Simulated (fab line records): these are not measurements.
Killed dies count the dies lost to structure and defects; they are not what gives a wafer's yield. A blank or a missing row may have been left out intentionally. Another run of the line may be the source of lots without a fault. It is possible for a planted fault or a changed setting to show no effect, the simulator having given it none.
Lot-split experiment	flow n5Finfet	39 wafers read across 7 lots, on a route 1938 steps long

ON THE SPLIT
At N5_SD_EPI_N_SD_RECESS_17 (chemistry HBr/Cl2/O2, target depth 41 nm, time 23.7 s, bt time 3 s), the setting timeS was moved away from the recipe's 23.7 s on 12 of the 39 wafers read, by -7.3% to +4.3%. This setting was run at the recipe's value on the other wafers.

FROM THE SPLIT TO THE READING: what the file shows between them, 2 steps
- N5_SD_EPI_N_STRIP_38: strips in N2/H2
- N5_SD_EPI_N_WET_ETCH_43: etches SiO2 in dHF, time 14 s, target depth 1.5 nm

THE READING
Si_of_WELL_APT_EPI_41.thkNm (the simulator's own value, which no gauge read), in nm, at N5_SD_EPI_N_STRIP_18 (strips in SPM, time 750 s). The file gives no usual value for it. Here, 27 wafers ran the recipe; their average is 8.1 nm with a standard deviation of 0.67 nm.

wafer	tool, chamber at the split	timeS as run, s	against the recipe	Si_of_WELL_APT_EPI_41.thkNm, nm	against lot-mates on the recipe
L080.1	rieSi-04, 1	23.7	recipe	7.8	-
L080.2	rieSi-04, 2	23.7	recipe	7.8	-
L080.3	rieSi-04, 3	23.7	recipe	7.6	-
L080.4	rieSi-04, 1	23.7	recipe	8.6	-
L080.5	rieSi-04, 3	23.7	recipe	7.4	-
L080.6	rieSi-04, 2	23.7	recipe	8.2	-
L087.1	rieSi-06, 2	21.96	-7.3%	12	+2.7
L087.2	rieSi-06, 1	23.7	recipe	9	-
L087.3	rieSi-06, 3	23.7	recipe	9.2	-
L087.4	rieSi-06, 0	21.96	-7.3%	11.2	+1.9
L087.5	rieSi-06, 2	23.7	recipe	9.6	-
L087.6	rieSi-06, 3	21.96	-7.3%	11.8	+2.5
L089.1	rieSi-06, 2	23.7	recipe	7.6	-
L089.2	rieSi-06, 1	24.73	+4.3%	5.2	-2.1
L089.3	rieSi-06, 0	23.7	recipe	7.4	-
L089.4	rieSi-06, 3	23.7	recipe	7	-
L089.5	rieSi-06, 0	24.73	+4.3%	5.4	-1.9
L089.6	rieSi-06, 1	24.73	+4.3%	6	-1.3
L090.1	rieSi-04, 1	23.7	recipe	9.4	-
L090.2	rieSi-04, 3	22.58	-4.7%	10.6	+2.0
L090.3	rieSi-04, 2	23.7	recipe	8	-
L090.4	rieSi-04, 1	22.58	-4.7%	10	+1.4
L090.6	rieSi-04, 3	22.58	-4.7%	10	+1.4
L090.5	rieSi-04, 2	23.7	recipe	8.4	-
L093.1	rieSi-04, 2	23.7	recipe	7.6	-
L093.2	rieSi-04, 1	23.7	recipe	7.4	-
L093.4	rieSi-04, 3	23.7	recipe	7.4	-
L093.3	rieSi-04, 3	23.7	recipe	8.6	-
L093.5	rieSi-04, 1	23.7	recipe	8.4	-
L093.6	rieSi-04, 2	23.7	recipe	7.8	-
L095.1	rieSi-05, 1	24.53	+3.5%	7	-0.9
L095.2	rieSi-05, 2	23.7	recipe	7.2	-
L095.3	rieSi-05, 3	23.7	recipe	8.6	-
L095.4	rieSi-05, 0	24.53	+3.5%	6.6	-1.3
L095.5	rieSi-05, 1	23.7	recipe	8	-
L095.6	rieSi-05, 2	24.53	+3.5%	6.4	-1.5
L096.4	rieSi-04, 3	23.7	recipe	7.6	-
L096.5	rieSi-04, 1	23.7	recipe	8.2	-
L096.6	rieSi-04, 0	23.7	recipe	8	-

FIT RESULTS
A straight line over all 39 wafers: Si_of_WELL_APT_EPI_41.thkNm changes by -0.489 nm for each +1% of timeS; r = -0.92; the points scatter about the line by 0.62 nm.
The same after taking each lot's own level away (the mean of its wafers on the recipe; 39 wafers): -0.35 nm for each +1%; r = -0.93; scatter 0.41 nm.
The reading moves by 2.6 nm for the largest change in timeS, on that fit.
The lots' own levels span 7.33 to 9.27 nm, that is 2.9 times the standard deviation above.
So the slope is not independent of the lot-to-lot level: the two fits are not the same.
Check: for one of the wafers moved furthest among these (-7.3%), held out of the fit, the line's prediction against its lot-mates is +2.49 nm. It came out at +2.73 nm against them.

OTHER SPLITS ON THESE WAFERS
Before the reading, these wafers also passed through other splits. Each is held against what the fit with the lots' levels taken away leaves over:
other split on the same wafers	wafers away from the commonest value	r with Si_of_WELL_APT_EPI_41.thkNm (lot level and that fit taken away)
N5_WELL_APT_IMPLANT_31 energyKev	12	-0.12
N5_FIN_SAQP_EXPOSE_13 doseMj	12	+0.13
N5_FIN_SAQP_ETCH_69 targetDepthA	12	+0.01
N5_DUMMY_GATE_EXPOSE_12 doseMj	12	+0.11

THE WHOLE CHAIN: every reading that the file lists as answering this split, in the file's order
step	what it does	reading	change (the file's fit)	r (the file's)
N5_SD_EPI_N_SD_RECESS_17	chemistry HBr/Cl2/O2, target depth 41 nm, time 23.7 s, bt time 3 s	etch.depthNm (the simulator's own value, which no gauge read)	+0.396 nm for each +1% of the setting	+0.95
N5_SD_EPI_N_SD_RECESS_17	chemistry HBr/Cl2/O2, target depth 41 nm, time 23.7 s, bt time 3 s	SD_EPI_N.featureDepthNm (the simulator's own value, which no gauge read)	+0.4 nm for each +1% of the setting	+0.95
N5_SD_EPI_N_SD_RECESS_17	chemistry HBr/Cl2/O2, target depth 41 nm, time 23.7 s, bt time 3 s	Si_of_WELL_APT_EPI_41.thkNm (the simulator's own value, which no gauge read)	-0.343 nm for each +1% of the setting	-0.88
N5_SD_EPI_N_STRIP_18	strips in SPM, time 750 s	Si_of_WELL_APT_EPI_41.thkNm (the simulator's own value, which no gauge read)	-0.349 nm for each +1% of the setting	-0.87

FILE'S OWN FIT
Si_of_WELL_APT_EPI_41.thkNm changes by -0.349 nm for each +1% of timeS, r = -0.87.
